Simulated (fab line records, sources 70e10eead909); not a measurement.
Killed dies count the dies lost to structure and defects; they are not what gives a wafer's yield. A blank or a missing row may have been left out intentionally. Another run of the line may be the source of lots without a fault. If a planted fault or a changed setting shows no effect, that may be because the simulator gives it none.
A lot that was struck, set against a sound lot / flow nandHarc / 15 steps out of a route of 1302
Sound: the wafers L161.2, L161.5, L161.6. Struck: wafers L170.2, L170.6 (left out: L170.3, a lot-mate that was not struck); the cause follows at the end.
Each step with rows lists, per side, the tool, then ch with its chambers, then its first start. Under that, the readings that differ: sound wafers / struck wafers / difference of the means / sigmas: that difference in standard deviations of wafers without a fault.
alike: readings whose means differ by less than 2 such deviations, and words and numbers that are the same on both sides. not compared: withheld readings, readings that some wafer has no value for, bounds like >300 that may hide the same value, and numbers for which the record gives no deviation and whose values overlap.
The two part at a step that has a row with sigmas, a row that says differs or no value, or rows on one side only. Non-overlapping numbers with no deviation appear without sigmas and do not part them. A reading that every wafer of one side lacks parts them only if that side has two wafers or more.

first, 7 steps without rows for these wafers: NHARC_A_CHANNEL_HOLE_D2_COAT_37 (time 65 s); NHARC_A_CHANNEL_HOLE_D2_COAT_04 (resist thk 90 nm); NHARC_A_CHANNEL_HOLE_D2_SOFTBAKE_05 (time 55 s); NHARC_A_CHANNEL_HOLE_D2_EBR_06; NHARC_A_CHANNEL_HOLE_D2_EXPOSE_07 (exposes mask HOLE D2, target cd 100 nm); NHARC_A_CHANNEL_HOLE_D2_PEB_08 (peb time 65 s); NHARC_A_CHANNEL_HOLE_D2_DEVELOP_09 (develop time 35 s).
NHARC_A_CHANNEL_HOLE_D2_CD_MEAS_10: the cd target is 100 nm.
  sound on cdSem-01 ch 0, day 14 01:13; struck on cdSem-03 ch 0, day 17 13:50
  alike: cdNm
NHARC_A_CHANNEL_HOLE_D2_OVL_MEAS_11:
  sound on overlay-02, day 14 01:19; struck on overlay-01, day 17 13:55
  alike: overlayXNm, overlayYNm
NHARC_A_CHANNEL_HOLE_D2_INSPECT_12:
  sound on defectInspect-01, day 14 01:21; struck on defectInspect-02, day 17 13:58
  alike: rawDefectCount
NHARC_A_CHANNEL_HOLE_D2_DESCUM_15: chemistry O2, time 3 s.
  sound on rieDiel-10 ch 2,3, day 14 01:25; struck on rieDiel-06 ch 0,3, day 17 14:02
  alike: chamberPressureMTorr, drypumpMotorCurrentA, oesProductAu, rfVppV, showerheadPlenumPTorr, throttleValvePct
  not compared: rfHoursCounterH
NHARC_A_CHANNEL_HOLE_D2_ETCH_38: etches the open film in CF4, target depth 39 nm, time 65 s.
  sound on rieDiel-10 ch 2,3, day 14 01:29; struck on rieDiel-06 ch 2,3, day 17 14:08
  alike: biasW, chamberPressureMTorr, drypumpMotorCurrentA, oesProductAu, rfVppV, runLengthS, showerheadPlenumPTorr, throttleValvePct
  not compared: rfHoursCounterH
NHARC_A_CHANNEL_HOLE_D2_ETCH_39: etches the open film in N2/H2, target depth 260 nm, time 325 s.
  sound on rieDiel-10 ch 0,2,3, day 14 01:40; struck on rieDiel-06 ch 0,2, day 17 14:14
reading=biasW (W); sound=149.8 150.4 149.7; struck=- -; difference=no value on the struck wafers; sigmas=
reading=runLengthS (s); sound=345.8 346.3 346.3; struck=246.4 246.4; difference=-99.7; sigmas=-99 or more
  alike: chamberPressureMTorr, drypumpMotorCurrentA, oesProductAu, rfVppV, showerheadPlenumPTorr, throttleValvePct
  not compared: rfHoursCounterH
NHARC_A_CHANNEL_HOLE_D2_ETCH_34: etches the open film in CF4/CHF3, target depth 154 nm, time 77 s.
  sound: rieDiel-10 ch 0,1,2; struck: rieDiel-06 ch 0
reading=chamberPressureMTorr (mTorr); sound=24.955 25.078 24.986; struck=25.050 25.071; difference=+0.054; sigmas=+2
  alike: biasW, chf3FlowSccm, drypumpMotorCurrentA, oesProductAu, rfVppV, runLengthS, showerheadPlenumPTorr, throttleValvePct
  not compared: rfHoursCounterH
-- the record jumps here: 12 days lie between the struck wafers' starts before and after (it left off in module A_CHANNEL_HOLE_D2 and takes up again in module END, whose first step shown is number 1302 of the route) --
NHARC_END_SORT_01:
  sound on prober-02 ch 0, day 24 19:35; struck on prober-01 ch 0, day 29 12:56
reading=killedAtArray; sound=70 66 71; struck=672 675; difference=+604; sigmas=+36
reading=killedDies; sound=72 69 72; struck=676 677; difference=+606; sigmas=+38
  alike: killedAtOther, killedAtPeriphery, killedOpen, killedShort

== WHERE THEY PART ==
Last at NHARC_END_SORT_01 as far as this record goes, first at NHARC_A_CHANNEL_HOLE_D2_ETCH_39.

WHY: whatever the simulator had introduced
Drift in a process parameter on rieDiel-06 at NHARC_A_CHANNEL_HOLE_D2_ETCH_39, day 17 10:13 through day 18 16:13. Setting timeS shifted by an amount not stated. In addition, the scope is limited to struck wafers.
